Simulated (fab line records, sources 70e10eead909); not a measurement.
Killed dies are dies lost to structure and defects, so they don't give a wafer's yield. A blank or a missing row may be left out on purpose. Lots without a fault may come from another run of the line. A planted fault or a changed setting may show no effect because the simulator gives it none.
Which tool did it? | flow nand_harc | 11 lots, 33 wafers sampled, at 4 steps of a route of 1302

WHAT THE GAUGES READ, wafer by wafer
The record holds no reading of a measuring or inspecting step that can be judged against a usual standard deviation.

WHICH TOOL RAN EACH LOT (tool, then ch and the chambers of the sampled wafers, then the start)
lot  | NHARC_A_CHANNEL_HOLE_D1_ETCH_20  | NHARC_A_CHANNEL_HOLE_D1_STRIP_27              | NHARC_A_CHANNEL_FILL_D1_STRIP_28   | NHARC_A_DECK1_JOINT_ETCHBACK_07
L371 | har_etch-02 ch 0,1, day 8 17:13  | rie_diel-05 ch 0,2, day 9 23:56 or earlier    | rie_diel-10 ch 0,3, day 9 23:56    | rie_si-01 ch 0,3, day 10 23:48
L373 | har_etch-01 ch 0,1, day 9 22:57  | rie_diel-01 ch 0,2,3, day 11 04:58 or earlier | rie_diel-09 ch 0,1,2, day 11 04:58 | rie_si-03 ch 0,1,2, day 12 04:25
L375 | har_etch-01 ch 0,1, day 10 19:25 | rie_diel-01 ch 0,3, day 12 01:41 or earlier   | rie_diel-10 ch 1,2, day 12 01:41   | rie_si-05 ch 0,3, day 13 03:07
L377 | har_etch-02 ch 0,1, day 11 03:17 | rie_diel-01 ch 0,1,3, day 12 09:38 or earlier | rie_diel-10 ch 0,1, day 12 09:38   | rie_si-01 ch 0,2,3, day 13 08:39
L376 | har_etch-01 ch 0,1, day 11 03:34 | rie_diel-05 ch 0,1,2, day 12 09:15 or earlier | rie_diel-09 ch 1,2, day 12 09:15   | rie_si-05 ch 1,2,3, day 13 08:47
L378 | har_etch-01 ch 0,1, day 12 02:29 | rie_diel-01 ch 0,1,2, day 13 08:29 or earlier | rie_diel-09 ch 0,1, day 13 08:29   | rie_si-01 ch 0,2, day 14 08:34
L380 | har_etch-02 ch 0,1, day 12 19:50 | rie_diel-01 ch 0,1,3, day 14 08:49 or earlier | rie_diel-06 ch 1,2,3, day 14 08:49 | rie_si-05 ch 0,1,3, day 15 08:24
L383 | har_etch-02 ch 0,1, day 14 16:38 | rie_diel-05 ch 0,2,3, day 15 22:47 or earlier | rie_diel-09 ch 0,2,3, day 15 22:47 | rie_si-05 ch 0,1, day 16 22:40
L384 | har_etch-02 ch 0,1, day 14 20:51 | rie_diel-01 ch 0,2, day 16 02:57 or earlier   | rie_diel-09 ch 0,1,3, day 16 02:57 | rie_si-01 ch 1,2, day 17 02:37
L392 | har_etch-02 ch 0,1, day 17 19:13 | rie_diel-01 ch 0,2,3, day 19 01:30 or earlier | rie_diel-10 ch 0,1,2, day 19 01:30 | rie_si-01 ch 0,1,3, day 20 01:34
L393 | har_etch-02 ch 0,1, day 18 03:41 | rie_diel-01 ch 1,3, day 19 12:48 or earlier   | rie_diel-10 ch 1,3, day 19 12:48   | rie_si-01 ch 0,1, day 20 18:19
- NHARC_A_CHANNEL_HOLE_D1_ETCH_20: etches the open film in C4F8/O2/Ar, time 361.9 s, target depth 1600 nm.
- NHARC_A_CHANNEL_HOLE_D1_STRIP_27: strips in O2.
- NHARC_A_CHANNEL_FILL_D1_STRIP_28: strips in O2, time 20 s.
- NHARC_A_DECK1_JOINT_ETCHBACK_07: etches the open film in HBr, target depth 105 nm, time 26.9 s.

WHAT THE TOOLS THEMSELVES READ (means of the sampled wafers that have a number; where no wafer has one, the mark that the record gives instead)
NHARC_A_CHANNEL_HOLE_D1_ETCH_20. Usual: drypump_motor_current_A 5.5 A, standard deviation 0.37; showerhead_plenum_p_Torr 3.58 Torr, standard deviation 0.17; throttle_valve_pct 32.154 %, standard deviation 0.0093.
lot  | tool        | drypump_motor_current_A (A) | showerhead_plenum_p_Torr (Torr) | throttle_valve_pct (%) | flag
L371 | har_etch-02 | 5.7                         | 3.46                            | 32.155                 |
L373 | har_etch-01 | 5.4                         | 3.59                            | 32.158                 |
L375 | har_etch-01 | 5.1                         | 3.65                            | 32.157                 |
L377 | har_etch-02 | 5.9                         | 3.44                            | 32.162                 |
L376 | har_etch-01 | 5.1                         | 3.64                            | 32.162                 |
L378 | har_etch-01 | 5.1                         | 3.64                            | 32.154                 |
L380 | har_etch-02 | 5.8                         | 3.43                            | 32.154                 |
L383 | har_etch-02 | 5.8                         | 3.42                            | 32.156                 |
L384 | har_etch-02 | 5.7                         | 3.42                            | 32.148                 |
L392 | har_etch-02 | 5.8                         | 3.93                            | 32.150                 |
L393 | har_etch-02 | 5.8                         | 3.93                            | 32.148                 |

NHARC_A_CHANNEL_HOLE_D1_STRIP_27. Usual: drypump_motor_current_A 5.7 A, standard deviation 0.48; oes_product_au 1.001 a.u., standard deviation 0.0095; rf_vpp_V 57.6 V, standard deviation 0.9; showerhead_plenum_p_Torr 3.45 Torr, standard deviation 0.13; throttle_valve_pct 17.036 %, standard deviation 0.0097.
lot  | tool        | drypump_motor_current_A (A) | oes_product_au (a.u.) | rf_vpp_V (V) | showerhead_plenum_p_Torr (Torr) | throttle_valve_pct (%) | flag
L371 | rie_diel-05 | 5.7                         | 1.009                 | 56.9         | 3.37                            | 17.040                 |
L373 | rie_diel-01 | 5.4                         | 0.999                 | 57.9         | 3.50                            | 17.034                 |
L375 | rie_diel-01 | 5.4                         | 1.009                 | 58.2         | 3.58                            | 17.037                 |
L377 | rie_diel-01 | 5.8                         | 0.999                 | 58.2         | 3.50                            | 17.032                 |
L376 | rie_diel-05 | 5.9                         | 1.001                 | 57.2         | 3.53                            | 17.031                 |
L378 | rie_diel-01 | 5.8                         | 1.006                 | 57.2         | 3.41                            | 17.041                 |
L380 | rie_diel-01 | 5.8                         | 0.999                 | 57.4         | 3.50                            | 17.033                 |
L383 | rie_diel-05 | 5.8                         | 1.015                 | 57.7         | 3.42                            | 17.050                 |
L384 | rie_diel-01 | 5.3                         | 0.992                 | 58.0         | 3.41                            | 17.045                 |
L392 | rie_diel-01 | 5.3                         | 1.006                 | 57.8         | 3.49                            | 17.035                 |
L393 | rie_diel-01 | 6.1                         | 1.000                 | 58.0         | 3.44                            | 17.033                 |

NHARC_A_CHANNEL_FILL_D1_STRIP_28. Usual: drypump_motor_current_A 5.8 A, standard deviation 0.5; oes_product_au 0.999 a.u., standard deviation 0.0086; rf_vpp_V 57.9 V, standard deviation 0.91; showerhead_plenum_p_Torr 3.62 Torr, standard deviation 0.13; throttle_valve_pct 17.037 %, standard deviation 0.0095.
lot  | tool        | drypump_motor_current_A (A) | oes_product_au (a.u.) | rf_vpp_V (V) | showerhead_plenum_p_Torr (Torr) | throttle_valve_pct (%) | flag
L371 | rie_diel-10 | 5.5                         | 0.996                 | 58.2         | 3.73                            | 17.036                 |
L373 | rie_diel-09 | 6.0                         | 1.007                 | 57.8         | 3.55                            | 17.040                 |
L375 | rie_diel-10 | 6.3                         | 0.995                 | 57.6         | 3.49                            | 17.043                 |
L377 | rie_diel-10 | 6.1                         | 0.997                 | 57.7         | 3.52                            | 17.041                 |
L376 | rie_diel-09 | 5.9                         | 1.000                 | 57.5         | 3.47                            | 17.036                 |
L378 | rie_diel-09 | 6.4                         | 0.998                 | 57.3         | 3.60                            | 17.031                 |
L380 | rie_diel-06 | 5.7                         | 1.005                 | 57.9         | 3.73                            | 17.046                 |
L383 | rie_diel-09 | 6.0                         | 1.000                 | 57.9         | 3.52                            | 17.038                 |
L384 | rie_diel-09 | 6.4                         | 1.000                 | 57.9         | 3.58                            | 17.036                 |
L392 | rie_diel-10 | 5.9                         | 0.989                 | 58.0         | 3.57                            | 17.031                 |
L393 | rie_diel-10 | 6.2                         | 0.993                 | 57.7         | 3.52                            | 17.043                 |

NHARC_A_DECK1_JOINT_ETCHBACK_07. Usual: drypump_motor_current_A 5.9 A, standard deviation 0.51; oes_product_au 1.000 a.u., standard deviation 0.0096; run_length_s 48.2 s, standard deviation 0.38; throttle_valve_pct 23.266 %, standard deviation 0.0088.
lot  | tool      | drypump_motor_current_A (A) | oes_product_au (a.u.) | run_length_s (s) | throttle_valve_pct (%) | flag
L371 | rie_si-01 | 6.3                         | 1.002                 | 48.5             | 23.271                 |
L373 | rie_si-03 | 5.6                         | 0.998                 | 48.2             | 23.264                 |
L375 | rie_si-05 | 5.8                         | 0.986                 | 48.1             | 23.255                 |
L377 | rie_si-01 | 6.1                         | 0.991                 | 48.2             | 23.266                 |
L376 | rie_si-05 | 6.2                         | 0.986                 | 48.1             | 23.259                 |
L378 | rie_si-01 | 5.9                         | 0.994                 | 48.5             | 23.259                 |
L380 | rie_si-05 | 6.0                         | 0.995                 | 47.9             | 23.263                 |
L383 | rie_si-05 | 6.2                         | 1.009                 | 47.2             | 23.265                 |
L384 | rie_si-01 | 5.2                         | 0.996                 | 48.3             | 23.264                 |
L392 | rie_si-01 | 5.8                         | 0.996                 | 48.0             | 23.262                 |
L393 | rie_si-01 | 5.5                         | 1.007                 | 48.3             | 23.270                 |

THE ANSWER, worked out from the rows above alone
Rule: a lot is off if the mean of its wafers that have a number lies more than 3 standard deviations from the usual mean. A lot without any number at a reading at which 4 lots or more have one is off too. The other lots that the step has rows for count as sound. The gauges are gone through in route order, then the tools' own readings, and for those a lot's mean is taken as printed above. The first step at which some lot is off is used, and at that step the reading that is off furthest; a lot without a number counts as furthest.
No lot is off at any reading shown: from this, nothing can be told.

WHAT THE SIMULATOR HAD PUT IN
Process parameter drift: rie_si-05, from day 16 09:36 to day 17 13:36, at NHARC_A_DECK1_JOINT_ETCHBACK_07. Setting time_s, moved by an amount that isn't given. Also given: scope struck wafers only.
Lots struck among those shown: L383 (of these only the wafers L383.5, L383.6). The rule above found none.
